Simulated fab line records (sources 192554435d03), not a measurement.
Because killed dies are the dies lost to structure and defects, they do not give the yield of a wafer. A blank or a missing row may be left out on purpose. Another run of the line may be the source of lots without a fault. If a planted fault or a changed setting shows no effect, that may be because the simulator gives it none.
fab line records	flow n5_finfet
record: lots: 10	wafers: 30	last_day: 16
route steps=1938 shown BEOL_M5@1114 PASSIVATION@1936
lots that met no fault: taken from a fault-free run of the same line
start_h: hours from the record's first day to the start of the lot's first wafer shown	wait_h: hours elapsed since this lot's preceding step	" as in the row above	L1.1+2: a single row standing in for several wafers	- no value, or no start given	* or withheld: withheld	< > ~ a bound
route shown NAME@n: a module of which the file shows steps, and the number in the route of the first	usual: mean/standard deviation taken from wafers without a fault	same: alike in all rows	chamber/n: place in a boat	sites: each site's reading	_std_site: how widely they spread, as a standard deviation	_edge_site: mean of outer sites minus mean of inner sites	radius_mm: for every site, how far away it sits from the centre of the wafer	mask NAME#n: copy n	behind: the most recent tool/chamber to have shaped the wafer	hold: reason for holding the lot/hours on hold/outcome of the hold	device: whichever transistor did not switch (one of n, p or np)	end of line: the tests these same wafers got at the end of their route	a step with no rows: only its recipe	killed: at the first sort, the dies lost to defects and structure; wafer yield is something else	map: dies across one wafer; x = killed, . = not, _ = none there
set.NAME: setting as actually run; set.NAME@STEP: the setting as run at that earlier step	model.NAME: the simulator's own value behind a step, which no gauge read
one table for each step of the route and one row for each wafer, over a sample of lots
services: a tool's chamber out of use, with start hour (start_h, from the record's first day; less than 0 if before it), hours out, and reason
== steps ==
step: N5_BEOL_M5_THK_MEAS_01
recipe: reads: SiCOH_lowk_of_BEOL_M5_ILD_DEP_00
usual: M5_ILD_THK: 120.6/1.5
lot.wafer	tool	chamber	start_h	wait_h	M5_ILD_THK[nm]
L296.2	film_metro-02	-	168.59	0.4	119.9
L296.3	"	-	"	"	120.2
L296.4	"	-	"	"	121.8
L297.1	film_metro-01	-	175.60	0.4	118.8
L297.2	"	-	"	"	120.8
L297.5	"	-	"	"	123.1
L299.3	film_metro-01	-	194.94	0.3	122.3
L299.5	"	-	"	"	123.2
L299.6	"	-	"	"	121.3
L300.1	film_metro-02	-	197.36	0.8	119.3
L300.4	"	-	"	"	122.9
L300.5	"	-	"	"	121.0
L303.1	film_metro-02	-	217.55	0.4	119.4
L303.2	"	-	"	"	119.2
L303.3	"	-	"	"	119.8
L306.1	film_metro-01	-	220.44	0.4	121.9
L306.3	"	-	"	"	123.2
L306.6	"	-	"	"	123.7
L305.2	film_metro-01	-	235.42	0.4	121.5
L305.5	"	-	"	"	122.3
L305.6	"	-	"	"	122.2
L312.1	film_metro-02	-	264.69	0.4	118.8
L312.2	"	-	"	"	120.0
L312.3	"	-	"	"	118.7
L311.1	film_metro-01	-	264.93	0.4	118.6
L311.2	"	-	"	"	118.7
L311.4	"	-	"	"	120.6
L315.1	film_metro-02	-	290.50	0.4	121.1
L315.4	"	-	"	"	121.5
L315.6	"	-	"	"	124.1
step: N5_BEOL_M5_PECVD_70
recipe: material: SiO2	target_thk_a: 160	temp_c: 400	precursor: TEOS/O2	pressure_torr: 5.5	rf_w: 450	teos_flow_sccm: 53.8	gas: O2	flow_sccm: 3000	time_s: 18
usual: heater_power_w: 710/95	showerhead_plenum_p_Torr: 8.77/0.066	throttle_valve_pct: 22.1/1.1
same: time_s: 18
lot.wafer	tool	chamber	start_h	wait_h	heater_power_w	showerhead_plenum_p_Torr	throttle_valve_pct
L296.2	pecvd-01	2	168.62	0.0	622	8.68	21.2
L296.3	"	0	"	"	656	8.76	22.2
L296.4	"	1	"	"	529	8.91	22.6
L297.1	pecvd-03	1	175.64	0.0	711	8.83	24.8
L297.2	"	2	"	"	749	8.74	20.9
L297.5	"	2	"	"	751	8.69	20.9
L299.3	pecvd-01	2	194.97	0.0	639	8.69	21.2
L299.5	"	1	"	"	629	8.89	22.4
L299.6	"	0	"	"	697	8.74	22.5
L300.1	pecvd-01	2	197.40	0.0	650	8.70	21.2
L300.4	"	1	"	"	658	8.89	22.5
L300.5	"	0	"	"	681	8.77	22.3
L303.1	pecvd-04	0	217.58	0.0	587	8.75	21.8
L303.2	"	1	"	"	849	8.73	20.9
L303.3	"	2	"	"	796	8.77	21.0
L306.1	pecvd-03	2	220.48	0.0	735	8.71	20.8
L306.3	"	0	"	"	839	8.83	23.1
L306.6	"	1	"	"	654	8.80	24.4
L305.2	pecvd-01	0	235.45	0.0	676	8.75	22.6
L305.5	"	1	"	"	659	8.88	22.6
L305.6	"	2	"	"	647	8.70	21.1
L312.1	pecvd-01	0	264.73	0.0	708	8.76	22.7
L312.2	"	1	"	"	591	8.93	22.6
L312.3	"	2	"	"	560	8.71	21.6
L311.1	pecvd-03	2	264.97	0.0	775	8.70	20.9
L311.2	"	0	"	"	863	8.82	22.8
L311.4	"	1	"	"	653	8.82	24.3
L315.1	pecvd-03	2	290.54	0.0	693	8.69	21.1
L315.4	"	0	"	"	851	8.82	23.0
L315.6	"	1	"	"	755	8.79	24.8
step: N5_BEOL_M5_EXPOSE_08
recipe: mask_id: M5	na: 0.33	source_shape: annular	sigma_inner: 0.4	sigma_outer: 0.8	polarization: unpolarized	target_cd_nm: 28	dose_mj: 35.75
usual: focus_offset_nm: 0.0/0.46
lot.wafer	tool	chamber	start_h	wait_h	mask	focus_offset_nm
L296.2	euv_scanner-01	0	171.25	-	M5#0	0.1
L296.3	"	0	"	"	M5#0	0.2
L296.4	"	0	"	"	M5#0	0.4
L297.1	euv_scanner-01	0	178.86	-	M5#0	0.0
L297.2	"	0	"	"	M5#0	-0.4
L297.5	"	0	"	"	M5#0	0.0
L299.3	euv_scanner-01	0	195.90	-	M5#0	0.1
L299.5	"	0	"	"	M5#0	-0.4
L299.6	"	0	"	"	M5#0	0.1
L300.1	euv_scanner-01	0	198.63	-	M5#0	-0.2
L300.4	"	0	"	"	M5#0	-1.1
L300.5	"	0	"	"	M5#0	-0.6
L303.1	euv_scanner-02	0	219.25	-	M5#0	0.0
L303.2	"	0	"	"	M5#0	0.4
L303.3	"	0	"	"	M5#0	0.6
L306.1	euv_scanner-02	0	223.20	-	M5#0	0.5
L306.3	"	0	"	"	M5#0	0.9
L306.6	"	0	"	"	M5#0	-0.1
L305.2	euv_scanner-01	0	238.15	-	M5#0	-0.1
L305.5	"	0	"	"	M5#0	-0.4
L305.6	"	0	"	"	M5#0	-0.5
L312.1	euv_scanner-01	0	266.17	-	M5#0	-0.1
L312.2	"	0	"	"	M5#0	-0.4
L312.3	"	0	"	"	M5#0	-0.3
L311.1	euv_scanner-01	0	266.27	-	M5#0	-0.4
L311.2	"	0	"	"	M5#0	-0.5
L311.4	"	0	"	"	M5#0	0.6
L315.1	euv_scanner-02	0	291.04	-	M5#0	1.1
L315.4	"	0	"	"	M5#0	0.7
L315.6	"	0	"	"	M5#0	-0.1
step: N5_BEOL_M5_OVL_MEAS_12
recipe: points_per_wafer: 522
usual: M5_OVL: 0.0/0.69
lot.wafer	tool	chamber	start_h	wait_h	M5_OVL[nm]
L296.2	overlay-01	0	171.41	0.0	0.4
L296.3	"	0	"	"	-0.8
L296.4	"	0	"	"	0.5
L297.1	overlay-02	0	179.02	0.0	0.2
L297.2	"	0	"	"	0.0
L297.5	"	0	"	"	0.1
L299.3	overlay-02	0	196.06	0.0	-0.6
L299.5	"	0	"	"	-0.5
L299.6	"	0	"	"	-1.2
L300.1	overlay-01	0	198.78	0.0	-1.0
L300.4	"	0	"	"	-0.4
L300.5	"	0	"	"	-0.9
L303.1	overlay-02	0	219.41	0.0	-0.3
L303.2	"	0	"	"	-1.1
L303.3	"	0	"	"	-0.1
L306.1	overlay-01	0	223.35	0.0	0.8
L306.3	"	0	"	"	1.6
L306.6	"	0	"	"	1.4
L305.2	overlay-02	0	238.31	0.0	0.0
L305.5	"	0	"	"	0.0
L305.6	"	0	"	"	0.5
L312.1	overlay-01	0	266.33	0.0	7.5
L312.2	"	0	"	"	6.8
L312.3	"	0	"	"	6.9
L311.1	overlay-01	0	266.43	0.0	8.1
L311.2	"	0	"	"	7.2
L311.4	"	0	"	"	7.0
L315.1	overlay-02	0	291.20	0.0	-0.3
L315.4	"	0	"	"	0.1
L315.6	"	0	"	"	0.8
step: N5_BEOL_M5_STRIP_64
recipe: chemistry: CF4	resist: SiARC	power_w: 300	bias_power_w: 75	pressure_mtorr: 50	cf4_flow_sccm: 150	rf_frequency_hz: 6e+07
usual: drypump_motor_current_A: 5.7/0.5	oes_product_au: 0.78/0.065	power_w: 300.0/0.85	rf_vpp_V: 271.2/1.6	showerhead_plenum_p_Torr: 1.80/0.063	throttle_valve_pct: 13.58/0.16
lot.wafer	tool	chamber	start_h	wait_h	drypump_motor_current_A	oes_product_au	power_w	rf_hours_counter_h	rf_vpp_V	showerhead_plenum_p_Torr	throttle_valve_pct
L296.2	rie_diel-04	0	172.24	0.0	6.3	0.74	300.2	173	271.8	1.79	13.57
L296.3	"	1	"	"	5.4	0.83	300.8	48	270.9	1.75	13.76
L296.4	"	1	"	"	5.4	0.84	301.0	-	270.8	1.75	13.76
L297.1	rie_diel-05	0	179.33	0.0	6.3	0.85	299.8	48	270.0	1.75	13.67
L297.2	"	1	"	"	5.4	0.86	298.9	55	272.7	1.89	13.31
L297.5	"	2	"	"	5.4	0.85	299.0	-	275.0	1.88	13.39
L299.3	rie_diel-05	2	196.53	0.0	5.4	0.84	300.4	74	273.7	1.88	13.41
L299.5	"	2	"	"	5.4	0.84	300.9	-	274.1	1.88	13.41
L299.6	"	3	"	"	5.3	0.69	299.4	-	269.4	1.77	13.65
L300.1	rie_diel-04	1	199.08	0.0	5.4	0.83	300.2	56	269.5	1.75	13.78
L300.4	"	0	"	"	6.3	0.73	300.4	181	270.8	1.78	13.57
L300.5	"	3	"	"	6.0	0.73	300.6	-	269.4	1.73	13.61
L303.1	rie_diel-05	2	219.71	0.0	5.4	0.83	299.6	81	273.6	1.88	13.43
L303.2	"	3	"	"	5.3	0.68	300.1	242	271.7	1.77	13.64
L303.3	"	0	"	"	6.3	0.84	300.3	60	269.7	1.75	13.68
L306.1	rie_diel-05	2	223.65	0.0	5.4	0.83	298.8	82	273.3	1.88	13.45
L306.3	"	1	"	"	5.3	0.85	300.3	68	271.2	1.89	13.35
L306.6	"	3	"	"	5.3	0.69	300.0	-	270.6	1.77	13.64
L305.2	rie_diel-03	1	238.65	0.0	6.0	0.71	300.6	207	269.4	1.70	13.64
L305.5	"	3	"	"	6.1	0.89	301.1	-	273.1	1.90	13.58
L305.6	"	2	"	"	6.2	0.81	300.9	-	271.0	1.82	13.45
L312.1	rie_diel-04	3	266.63	0.0	6.0	0.71	300.6	183	269.4	1.72	13.66
L312.2	"	1	"	"	5.4	0.80	299.9	76	269.4	1.75	13.84
L312.3	"	0	"	"	6.3	0.72	299.9	201	270.6	1.78	13.61
L311.1	rie_diel-03	3	266.87	0.0	6.1	0.87	299.3	41	271.7	1.90	13.60
L311.2	"	2	"	"	6.2	0.80	300.1	96	271.5	1.82	13.47
L311.4	"	0	"	"	5.4	0.73	299.9	177	271.4	1.79	13.82
L315.1	rie_diel-04	1	291.50	0.0	5.4	0.80	299.8	83	269.6	1.74	13.84
L315.4	"	3	"	"	6.0	0.70	300.1	190	269.0	1.72	13.65
L315.6	"	2	"	"	4.8	0.70	300.2	-	272.4	1.85	13.57
step: N5_PASSIVATION_PROBE_49
usual: defect_limited_yield: 91.2/1.4	killed_at_M0_to_M3: 34/9.4	killed_at_M4_up: 13/5.8	killed_at_contacts: 13/6.4	killed_at_front_end: 41/11	killed_at_other: 3.1/2.3	killed_dies: 103/16	killed_on_rim: 13/3.4	killed_open: 69/12	killed_short: 33/7.8	sort_bin_5_function: 5.1/0.91	sort_bin_6_memory: 3.3/0.63	sort_n_pass: 1077/16	sort_yield_pct: 91.2/1.4
same: gross_dies: 1180	killed_at_back_side: 0	sort_bin_4_leakage[%]: 0	sort_bin_8_speed[%]: 0
lot.wafer	tool	chamber	start_h	wait_h	defect_limited_yield[%]	killed_at_M0_to_M3	killed_at_M4_up	killed_at_contacts	killed_at_front_end	killed_at_other	killed_dies	killed_on_rim	killed_open	killed_short	sort_bin_5_function[%]	sort_bin_6_memory[%]	sort_n_pass	sort_yield_pct[%]
L296.2	prober-01	-	270.42	0.1	90.3	22	8	32	49	3	114	16	76	36	6.5	3.0	1066	90.3
L296.3	prober-01	-	270.47	0.1	92.0	27	15	17	33	2	94	15	54	38	4.2	3.3	1086	92.0
L296.4	prober-01	-	270.52	0.2	91.9	19	17	22	30	7	95	10	65	29	4.7	2.9	1085	91.9
L297.1	prober-01	-	283.44	0.0	91.4	37	12	9	42	2	102	15	75	26	4.7	3.6	1078	91.4
L297.2	prober-01	-	283.49	0.1	91.7	32	24	4	34	4	98	12	62	33	4.5	3.1	1082	91.7
L297.5	prober-01	-	283.64	0.2	94.2	30	5	3	29	2	69	9	47	22	3.9	1.7	1111	94.2
L299.3	prober-01	-	289.47	0.1	89.9	45	8	14	51	1	119	15	64	54	6.4	3.1	1061	89.9
L299.5	prober-01	-	289.57	0.2	91.9	37	8	11	31	8	95	10	59	36	4.7	3.0	1085	91.9
L299.6	prober-01	-	289.62	0.3	89.7	36	14	18	53	0	121	14	76	45	5.9	4.0	1059	89.7
L300.1	prober-02	-	295.14	0.0	89.9	31	21	9	53	5	119	15	81	37	6.2	3.7	1061	89.9
L300.4	prober-02	-	295.29	0.2	91.1	22	13	22	45	3	105	9	62	43	4.9	3.6	1075	91.1
L300.5	prober-02	-	295.34	0.2	93.2	23	13	10	33	1	80	13	52	27	3.7	2.8	1100	93.2
L306.1	prober-02	-	310.62	0.0	92.4	30	14	10	36	0	90	15	53	33	4.5	2.9	1090	92.4
L306.3	prober-02	-	310.72	0.1	92.9	28	18	14	22	2	84	14	55	27	4.1	2.9	1096	92.9
L306.6	prober-02	-	310.87	0.3	89.2	40	23	19	41	5	128	9	88	40	6.8	3.6	1052	89.2
L303.1	prober-01	-	313.93	0.0	91.9	41	20	10	22	3	96	13	57	39	4.9	3.1	1084	91.9
L303.2	prober-01	-	313.98	0.1	90.9	28	14	10	52	3	107	13	76	31	5.4	3.6	1073	90.9
L303.3	prober-01	-	314.03	0.1	91.9	36	16	0	43	1	96	12	68	24	4.9	2.8	1084	91.9
L305.2	prober-01	-	331.21	0.1	90.9	40	20	11	33	3	107	19	66	39	4.9	3.8	1073	90.9
L305.5	prober-01	-	331.36	0.2	92.5	54	5	8	18	3	88	11	46	41	4.7	2.2	1092	92.5
L305.6	prober-01	-	331.41	0.3	90.9	45	16	8	35	3	107	16	65	37	5.3	3.3	1073	90.9
L311.1	prober-02	-	361.60	0.0	91.9	43	6	6	31	10	96	12	66	29	5.0	3.0	1084	91.9
L311.2	prober-02	-	361.65	0.1	90.8	39	17	6	43	4	109	15	80	28	5.1	3.9	1071	90.8
L311.4	prober-02	-	361.75	0.2	90.1	44	8	7	50	8	117	15	86	30	5.3	4.2	1063	90.1
L312.1	prober-01	-	362.07	0.0	92.5	25	5	20	33	5	88	10	55	33	4.6	2.6	1092	92.5
L312.2	prober-01	-	362.12	0.1	92.0	28	6	24	29	7	94	11	58	36	4.5	3.1	1086	92.0
L312.3	prober-01	-	362.17	0.1	90.6	36	7	21	41	6	111	19	66	45	5.2	3.7	1069	90.6
L315.1	prober-02	-	384.03	0.0	88.9	58	19	4	46	4	131	19	81	46	6.0	4.2	1049	88.9
L315.4	prober-02	-	384.18	0.2	93.1	33	4	11	33	0	81	10	58	22	4.1	2.5	1099	93.1
L315.6	prober-02	-	384.28	0.3	90.8	49	15	12	29	3	108	13	82	23	5.8	3.2	1072	90.8
killed by level:class
L296.2 MOL_CONTACT_COAG:geometric_particle:open=24 MOL_CONTACT_COAG:geometric_particle:short=8 DUMMY_GATE:geometric_particle:open=7 BEOL_M1:geometric_particle:open=7 FIN_SAQP:geometric_particle:open=6 STI_FIN_REVEAL:geometric_particle:open=5 GATE_CUT:geometric_particle:short=5 GATE_CUT:geometric_particle:open=5
L296.3 MOL_CONTACT_COAG:geometric_particle:open=11 STI_FIN_REVEAL:geometric_particle:open=7 BEOL_M1:geometric_particle:open=7 MOL_CONTACT_COAG:geometric_particle:short=6 STARTING-WAFER:geometric_particle:short=6 GATE_CUT:geometric_particle:short=5 BEOL_M2:geometric_particle:open=5 BEOL_M4:geometric_particle:open=5
L296.4 MOL_CONTACT_COAG:geometric_particle:open=20 STI_FIN_REVEAL:geometric_particle:open=7 BEOL_M4:geometric_particle:open=7 BEOL_M2:geometric_particle:open=6 BEOL_M3:geometric_particle:open=5 STARTING-WAFER:geometric_particle:short=4 BEOL_M4:geometric_particle:short=4 BEOL_M5:geometric_particle:open=4
L297.1 FIN_SAQP:geometric_particle:open=10 BEOL_M2:geometric_particle:open=9 BEOL_M3:geometric_particle:open=8 DUMMY_GATE:geometric_particle:open=7 MOL_CONTACT_COAG:geometric_particle:open=7 BEOL_M4:geometric_particle:open=7 FIN_SAQP:geometric_particle:short=6 BEOL_M0_SAQP:geometric_particle:open=6
L297.2 FIN_SAQP:geometric_particle:open=8 BEOL_M1:geometric_particle:open=7 BEOL_M2:geometric_particle:open=7 BEOL_M4:geometric_particle:open=6 BEOL_M0_SAQP:geometric_particle:short=5 BEOL_M3:geometric_particle:open=5 BEOL_M5:geometric_particle:short=5 DUMMY_GATE:geometric_particle:short=4
L297.5 BEOL_M3:geometric_particle:open=11 FIN_SAQP:geometric_particle:open=6 DUMMY_GATE:geometric_particle:open=5 BEOL_M1:geometric_particle:open=4 BEOL_M2:geometric_particle:open=4 GATE_CUT:geometric_particle:short=3 MOL_CONTACT_COAG:geometric_particle:open=3 BEOL_M0_SAQP:geometric_particle:open=3
L299.3 BEOL_M0_SAQP:geometric_particle:short=18 MOL_CONTACT_COAG:geometric_particle:open=12 FIN_SAQP:geometric_particle:open=11 FIN_SAQP:geometric_particle:short=10 BEOL_M0_SAQP:geometric_particle:open=10 GATE_CUT:geometric_particle:short=9 BEOL_M1:geometric_particle:open=7 DUMMY_GATE:geometric_particle:open=6
L299.5 MOL_CONTACT_COAG:geometric_particle:open=9 BEOL_M0_SAQP:geometric_particle:short=8 BEOL_M1:geometric_particle:open=7 GATE_CUT:geometric_particle:short=6 DUMMY_GATE:geometric_particle:open=5 STI_FIN_REVEAL:geometric_particle:open=4 BEOL_M0:geometric_particle:open=4 BEOL_M1:geometric_particle:short=4
L299.6 FIN_SAQP:geometric_particle:open=16 BEOL_M0_SAQP:geometric_particle:short=12 MOL_CONTACT_COAG:geometric_particle:open=10 BEOL_M0_SAQP:geometric_particle:open=10 MOL_CONTACT_COAG:geometric_particle:short=8 FIN_SAQP:geometric_particle:short=7 ILD0:geometric_particle:open=7 ILD0:geometric_particle:short=6
L300.1 STI_FIN_REVEAL:geometric_particle:open=18 FIN_SAQP:geometric_particle:open=9 MOL_CONTACT_COAG:geometric_particle:open=9 BEOL_M2:geometric_particle:short=8 BEOL_M4:geometric_particle:open=8 GATE_CUT:geometric_particle:short=7 BEOL_M2:geometric_particle:open=6 DUMMY_GATE:geometric_particle:open=5
L300.4 MOL_CONTACT_COAG:geometric_particle:open=19 FIN_SAQP:geometric_particle:short=15 FIN_SAQP:geometric_particle:open=12 BEOL_M5:geometric_particle:open=7 STI_FIN_REVEAL:geometric_particle:open=6 GATE_CUT:geometric_particle:short=6 BEOL_M2:geometric_particle:open=5 BEOL_M1:geometric_particle:open=4
L300.5 FIN_SAQP:geometric_particle:open=10 MOL_CONTACT_COAG:geometric_particle:open=9 BEOL_M0_SAQP:geometric_particle:short=7 FIN_SAQP:geometric_particle:short=6 BEOL_M0_SAQP:geometric_particle:open=6 BEOL_M2:geometric_particle:open=5 STARTING-WAFER:geometric_particle:short=5 STI_FIN_REVEAL:geometric_particle:open=4
L306.1 MOL_CONTACT_COAG:geometric_particle:open=9 FIN_SAQP:geometric_particle:open=8 BEOL_M0_SAQP:geometric_particle:open=8 BEOL_M0_SAQP:geometric_particle:short=7 GATE_CUT:geometric_particle:short=6 BEOL_M4:geometric_particle:open=6 GATE_CUT:geometric_particle:open=5 BEOL_M4:geometric_particle:short=5
L306.3 BEOL_M0_SAQP:geometric_particle:open=12 MOL_CONTACT_COAG:geometric_particle:open=11 BEOL_M4:geometric_particle:open=9 BEOL_M0_SAQP:geometric_particle:short=7 FIN_SAQP:geometric_particle:short=6 GATE_CUT:geometric_particle:short=4 MOL_CONTACT_COAG:geometric_particle:short=3 BEOL_M0:geometric_particle:open=3
L306.6 MOL_CONTACT_COAG:geometric_particle:open=17 BEOL_M0_SAQP:geometric_particle:short=15 BEOL_M4:geometric_particle:open=11 STI_FIN_REVEAL:geometric_particle:open=10 GATE_CUT:geometric_particle:short=7 BEOL_M0_SAQP:geometric_particle:open=7 BEOL_M1:geometric_particle:open=7 BEOL_M0:geometric_particle:open=5
L303.1 BEOL_M0_SAQP:geometric_particle:short=12 BEOL_M3:geometric_particle:open=10 BEOL_M0_SAQP:geometric_particle:open=9 STI_FIN_REVEAL:geometric_particle:open=7 BEOL_M4:geometric_particle:short=5 MOL_CONTACT_COAG:geometric_particle:short=5 MOL_CONTACT_COAG:geometric_particle:open=5 BEOL_M4:geometric_particle:open=5
L303.2 STI_FIN_REVEAL:geometric_particle:open=24 BEOL_M0_SAQP:geometric_particle:short=10 MOL_CONTACT_COAG:geometric_particle:open=9 FIN_SAQP:geometric_particle:open=8 DUMMY_GATE:geometric_particle:open=6 BEOL_M0_SAQP:geometric_particle:open=6 BEOL_M4:geometric_particle:open=6 BEOL_M3:geometric_particle:open=5
L303.3 STI_FIN_REVEAL:geometric_particle:open=22 BEOL_M0_SAQP:geometric_particle:open=12 BEOL_M0_SAQP:geometric_particle:short=8 DUMMY_GATE:geometric_particle:open=7 BEOL_M2:geometric_particle:open=7 BEOL_M5:geometric_particle:open=5 STI_FIN_REVEAL:geometric_particle:short=3 BEOL_M1:geometric_particle:open=3
L305.2 BEOL_M0_SAQP:geometric_particle:open=10 BEOL_M4:geometric_particle:open=10 BEOL_M0_SAQP:geometric_particle:short=8 MOL_CONTACT_COAG:geometric_particle:open=8 BEOL_M1:geometric_particle:open=8 FIN_SAQP:geometric_particle:short=5 BEOL_M0:geometric_particle:open=5 DUMMY_GATE:geometric_particle:short=4
L305.5 BEOL_M0_SAQP:geometric_particle:short=23 BEOL_M0_SAQP:geometric_particle:open=14 BEOL_M2:geometric_particle:open=8 FIN_SAQP:geometric_particle:short=7 MOL_CONTACT_COAG:geometric_particle:open=6 BEOL_M0:geometric_particle:open=4 BEOL_M6:geometric_particle:open=3 FIN_SAQP:geometric_particle:open=2
L305.6 BEOL_M0_SAQP:geometric_particle:short=13 BEOL_M2:geometric_particle:open=9 BEOL_M0_SAQP:geometric_particle:open=9 FIN_SAQP:geometric_particle:short=7 STI_FIN_REVEAL:geometric_particle:open=7 GATE_CUT:geometric_particle:short=7 MOL_CONTACT_COAG:geometric_particle:open=7 FIN_SAQP:geometric_particle:open=4
L311.1 BEOL_M2:geometric_particle:open=14 STI_FIN_REVEAL:geometric_particle:open=11 BEOL_M1:geometric_particle:open=10 GATE_CUT:geometric_particle:short=5 MOL_CONTACT_COAG:geometric_particle:open=5 BEOL_M0_SAQP:geometric_particle:short=5 BEOL_M3:geometric_particle:open=4 FIN_SAQP:geometric_particle:open=3
L311.2 BEOL_M2:geometric_particle:open=13 STI_FIN_REVEAL:geometric_particle:open=12 BEOL_M1:geometric_particle:open=10 BEOL_M4:geometric_particle:open=8 FIN_SAQP:geometric_particle:short=6 MOL_CONTACT_COAG:geometric_particle:open=6 GATE_CUT:geometric_particle:short=5 BEOL_M0_SAQP:geometric_particle:open=5
L311.4 STI_FIN_REVEAL:geometric_particle:open=21 BEOL_M0_SAQP:geometric_particle:open=11 BEOL_M2:geometric_particle:open=10 BEOL_M1:geometric_particle:open=9 MOL_CONTACT_COAG:geometric_particle:open=7 MIM_TOP_ETCH:geometric_particle:open=5 FIN_SAQP:geometric_particle:short=4 DUMMY_GATE:geometric_particle:open=4
L312.1 MOL_CONTACT_COAG:geometric_particle:open=15 DUMMY_GATE:geometric_particle:open=7 BEOL_M0_SAQP:geometric_particle:short=7 BEOL_M3:geometric_particle:open=6 BEOL_M0_SAQP:geometric_particle:open=6 FIN_SAQP:geometric_particle:short=5 MOL_CONTACT_COAG:geometric_particle:short=5 FIN_SAQP:geometric_particle:open=3
L312.2 MOL_CONTACT_COAG:geometric_particle:open=19 BEOL_M0_SAQP:geometric_particle:short=9 STI_FIN_REVEAL:geometric_particle:open=6 BEOL_M0_SAQP:geometric_particle:open=6 DUMMY_GATE:geometric_particle:open=5 MOL_CONTACT_COAG:geometric_particle:short=5 BEOL_M5:geometric_particle:short=5 FIN_SAQP:geometric_particle:open=4
L312.3 MOL_CONTACT_COAG:geometric_particle:open=14 BEOL_M0_SAQP:geometric_particle:short=12 BEOL_M0_SAQP:geometric_particle:open=10 FIN_SAQP:geometric_particle:open=9 GATE_CUT:geometric_particle:short=8 BEOL_M3:geometric_particle:open=8 FIN_SAQP:geometric_particle:short=7 MOL_CONTACT_COAG:geometric_particle:short=7
L315.1 BEOL_M0_SAQP:geometric_particle:short=21 BEOL_M0_SAQP:geometric_particle:open=15 GATE_CUT:geometric_particle:open=8 BEOL_M1:geometric_particle:open=7 BEOL_M4:geometric_particle:open=7 FIN_SAQP:geometric_particle:open=6 BEOL_M2:geometric_particle:open=6 DUMMY_GATE:geometric_particle:open=6
L315.4 MOL_CONTACT_COAG:geometric_particle:open=10 BEOL_M2:geometric_particle:open=8 BEOL_M1:geometric_particle:open=7 DUMMY_GATE:geometric_particle:open=5 BEOL_M0_SAQP:geometric_particle:open=5 FIN_SAQP:geometric_particle:open=4 STI_FIN_REVEAL:geometric_particle:open=4 GATE_CUT:geometric_particle:open=4
L315.6 BEOL_M1:geometric_particle:open=15 BEOL_M2:geometric_particle:open=10 BEOL_M0_SAQP:geometric_particle:open=10 MOL_CONTACT_COAG:geometric_particle:open=9 BEOL_M0_SAQP:geometric_particle:short=7 FIN_SAQP:geometric_particle:open=6 DUMMY_GATE:geometric_particle:open=6 STI_FIN_REVEAL:geometric_particle:open=5
== services ==
tool	chamber	start_h	hours	kind
pecvd-01	1	145.26	4.8	repair
pecvd-04	-	147.46	1.8	repair
euv_scanner-02	-	153.70	12.0	pm
rie_diel-04	3	158.32	14.6	repair
euv_scanner-01	-	165.70	1.0	pm
rie_diel-03	2	166.17	6.7	repair
euv_scanner-02	-	173.05	1.0	pm
pecvd-03	1	182.27	23.1	repair
rie_diel-04	3	193.36	5.3	repair
pecvd-03	-	204.38	14.6	pm
rie_diel-04	3	210.71	1.6	repair
euv_scanner-01	-	217.10	1.0	pm
euv_scanner-02	-	229.23	1.0	pm
pecvd-04	2	239.49	10.0	repair
rie_diel-05	1	245.40	1.7	repair
euv_scanner-01	-	246.19	1.1	repair
euv_scanner-01	-	249.21	4.6	pm
euv_scanner-02	-	253.81	4.6	pm
euv_scanner-02	-	265.88	0.3	repair
rie_diel-04	2	270.32	2.7	repair
euv_scanner-01	-	273.25	1.0	pm
pecvd-03	-	275.77	0.4	repair
pecvd-03	-	280.65	5.5	pm
euv_scanner-02	-	285.35	1.0	pm
== key ==
first_sign: step: N5_BEOL_M5_OVL_MEAS_12	reading: M5_OVL	direction: up	sigmas: 10	usual: 0.0	struck: 7.2
effect none on later readings
met_at N5_BEOL_M5_EXPOSE_08
struck_lots L311,L312
not_acting_at N5_BEOL_M5_THK_MEAS_01,N5_BEOL_M5_PECVD_70,N5_BEOL_M5_STRIP_64
onset_between 238.15 266.17
fault: kind: scanner_matching_overlay	tool: euv_scanner-01	chamber: -	onset_h: 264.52	steps: N5_BEOL_M5_EXPOSE_08	offset: 6.641
